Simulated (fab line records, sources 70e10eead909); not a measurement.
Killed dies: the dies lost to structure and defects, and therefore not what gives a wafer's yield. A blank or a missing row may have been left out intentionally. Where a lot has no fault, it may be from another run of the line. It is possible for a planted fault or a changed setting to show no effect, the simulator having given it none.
Which tool was responsible? ; flow nandHarc ; 14 lots with 42 wafers sampled at 5 steps, on a route of 1159 steps

== WHAT THE GAUGES SHOWED, per wafer ==
NHARC_A_ONON_D1_THK_MEAS_08: measures by ellipsometry. Usual: 999 nm for thkNm, sd 10.
lot;measured;on;thkNm (nm);flag
L675;day 8 11:04;filmMetro-01;1002 1001 1001;
L678;day 8 10:52;filmMetro-01;1005 1004 1003;
L676;day 8 10:43;filmMetro-02;999 998 998;
L679;day 8 16:27;filmMetro-02;1010 1006 1008;
L680;day 8 20:26;filmMetro-02;980 980 978;
L681;day 9 02:07;filmMetro-02;1008 1007 1006;
L685;day 10 01:25;filmMetro-02;980 981 1727;OFF
L687;day 10 18:46;filmMetro-02;996 1743 996;OFF
L691;day 11 18:57;filmMetro-02;998 998 1000;
L692;day 12 04:28;filmMetro-02;1014 1014 1012;
L695;day 12 12:35;filmMetro-02;1006 1005 1003;
L696;day 13 05:13;filmMetro-01;1012 1013 1012;
L697;day 13 05:11;filmMetro-02;1002 1004 1004;
L698;day 13 11:00;filmMetro-01;995 995 994;

NHARC_END_SORT_01. Usual: killedAtArray 29, standard deviation 10; killedAtOther 0.7, standard deviation 1.1; killedAtPeriphery 3.2, standard deviation 2.2; killedDies 33, standard deviation 11; killedOpen 3.5, standard deviation 1.8; killedShort 2.0, standard deviation 1.4.
lot;measured;on;killedAtArray;killedAtOther;killedAtPeriphery;killedDies;killedOpen;killedShort;flag
L685;day 22 01:56;prober-01;26 26 675;1 2 1;0 0 1;27 28 677;3 2 2;1 2 3;OFF
L687;day 22 02:04;prober-02;42 677 37;0 0 0;4 0 2;46 677 39;3 0 2;5 3 2;OFF

== WHICH TOOL RAN EACH LOT (tool, then ch and the chambers of the sampled wafers, then the start) ==
lot;NHARC_P_BONDPAD_PRE_CLEAN_26;NHARC_A_ZERO_WELL_ETCH_13;NHARC_A_ONON_D1_DEP_06
L675;pvdSputter-01, day 7 11:17 or earlier;rieSi-05 ch 0,1,2, day 7 11:17;pecvdOnon-01 ch 0, day 8 10:37
L678;pvdSputter-01, day 7 11:46 or earlier;rieSi-01 ch 1,2, day 7 11:46;pecvdOnon-02 ch 0, day 8 10:21
L676;pvdSputter-03, day 7 12:30 or earlier;rieSi-02 ch 1,2,3, day 7 12:30;pecvdOnon-01 ch 0, day 8 10:19
L679;pvdSputter-02, day 7 17:13 or earlier;rieSi-05 ch 0,1,2, day 7 17:13;pecvdOnon-02 ch 0, day 8 15:56
L680;pvdSputter-03, day 7 21:07 or earlier;rieSi-01 ch 0,2,3, day 7 21:07;pecvdOnon-01 ch 0, day 8 19:55
L681;pvdSputter-02, day 8 02:36 or earlier;rieSi-05 ch 1,2, day 8 02:36;pecvdOnon-02 ch 0, day 9 01:37
L685;pvdSputter-03, day 9 03:36 or earlier;rieSi-05 ch 0,2,3, day 9 03:36;pecvdOnon-02 ch 0, day 10 00:54
L687;pvdSputter-02, day 9 21:32 or earlier;rieSi-05 ch 0,1, day 9 21:32;pecvdOnon-02 ch 0, day 10 18:16
L691;pvdSputter-02, day 10 16:04 or earlier;rieSi-02 ch 0,1,3, day 10 16:04;pecvdOnon-03 ch 0, day 11 18:37
L692;pvdSputter-01, day 11 02:20 or earlier;rieSi-01 ch 0,1,2, day 11 02:20;pecvdOnon-01 ch 0, day 12 03:57
L695;pvdSputter-02, day 11 10:37 or earlier;rieSi-01 ch 2,3, day 11 10:37;pecvdOnon-01 ch 0, day 12 12:15
L696;pvdSputter-01, day 12 04:16 or earlier;rieSi-05 ch 0,1,3, day 12 04:16;pecvdOnon-01 ch 0, day 13 04:43
L697;pvdSputter-01, day 12 05:02 or earlier;rieSi-01 ch 0,1,3, day 12 05:02;pecvdOnon-03 ch 0, day 13 04:48
L698;pvdSputter-03, day 12 11:50 or earlier;rieSi-05 ch 1,2,3, day 12 11:50;pecvdOnon-03 ch 0, day 13 10:29
- NHARC_P_BONDPAD_PRE_CLEAN_26: time 30 s.
- NHARC_A_ZERO_WELL_ETCH_13: etches the open film in HBr/Cl2, target depth 120 nm, time 40.1 s.
- NHARC_A_ONON_D1_DEP_06: target thk 1000 nm.

== WHAT THE TOOLS THEMSELVES READ (means of the sampled wafers that have a number; where no wafer has one, the mark that the record gives instead) ==
NHARC_P_BONDPAD_PRE_CLEAN_26. Usual: 413 W for heaterPowerW, sd 58.
lot;tool;heaterPowerW (W);flag
L675;pvdSputter-01;418;
L678;pvdSputter-01;440;
L676;pvdSputter-03;414;
L679;pvdSputter-02;367;
L680;pvdSputter-03;437;
L681;pvdSputter-02;394;
L685;pvdSputter-03;398;
L687;pvdSputter-02;362;
L691;pvdSputter-02;382;
L692;pvdSputter-01;416;
L695;pvdSputter-02;384;
L696;pvdSputter-01;459;
L697;pvdSputter-01;423;
L698;pvdSputter-03;413;

NHARC_A_ZERO_WELL_ETCH_13. Usual: biasW 100.01 W, standard deviation 0.3; drypumpMotorCurrentA 5.4 A, standard deviation 0.4; oesProductAu 1.001 a.u., standard deviation 0.0088; throttleValvePct 26.406 %, standard deviation 0.0089.
lot;tool;biasW (W);drypumpMotorCurrentA (A);oesProductAu (a.u.);throttleValvePct (%);flag
L675;rieSi-05;99.99;5.4;1.004;26.401;
L678;rieSi-01;99.94;5.3;0.992;26.408;
L676;rieSi-02;99.92;5.6;1.009;26.404;
L679;rieSi-05;100.34;5.4;0.999;26.408;
L680;rieSi-01;99.77;5.3;0.993;26.411;
L681;rieSi-05;100.15;5.5;1.004;26.420;
L685;rieSi-05;100.13;5.4;0.990;26.401;
L687;rieSi-05;100.01;5.2;0.998;26.409;
L691;rieSi-02;99.95;5.8;1.002;26.411;
L692;rieSi-01;100.03;5.3;1.000;26.404;
L695;rieSi-01;100.09;5.3;0.994;26.401;
L696;rieSi-05;100.02;5.3;1.005;26.409;
L697;rieSi-01;100.05;5.1;1.001;26.414;
L698;rieSi-05;99.96;5.4;1.004;26.403;

== THE ANSWER, worked out from the rows above alone ==
Rule: a lot counts as off when the mean over its wafers that have a number is more than 3 standard deviations away from the usual mean. A lot without any number at a reading at which 4 lots or more have one is off too. Any other lot the step has rows for is counted as sound. The gauges are gone through in route order, then the tools' own readings, and for those a lot's mean is taken as printed above. At the first step where some lot is off, the reading lying furthest off is the one used; lots without a number count as furthest.
Off, at NHARC_A_ONON_D1_THK_MEAS_08 on thkNm: L685, L687.
A tool fits if, at a process step before that reading, it ran every lot that is off, and no sound lot after the first of them. The gauges at NHARC_A_ONON_D1_THK_MEAS_08 aren't tried: what is off there is off at NHARC_END_SORT_01 too, on other tools, and a gauge's error can't cause that. NHARC_P_BONDPAD_PRE_CLEAN_26: start missing for some lots; hours and lot order therefore follow NHARC_A_ZERO_WELL_ETCH_13. One fits: pecvdOnon-02 at NHARC_A_ONON_D1_DEP_06. A fault onset in the window from L681 (day 9 01:37, its last sound lot) to L685 (day 10 00:54, its first lot off) fits.

== WHAT THE SIMULATOR PUT IN ==
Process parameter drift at NHARC_A_ONON_D1_DEP_06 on pecvdOnon-02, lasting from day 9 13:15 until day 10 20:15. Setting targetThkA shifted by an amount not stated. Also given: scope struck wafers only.
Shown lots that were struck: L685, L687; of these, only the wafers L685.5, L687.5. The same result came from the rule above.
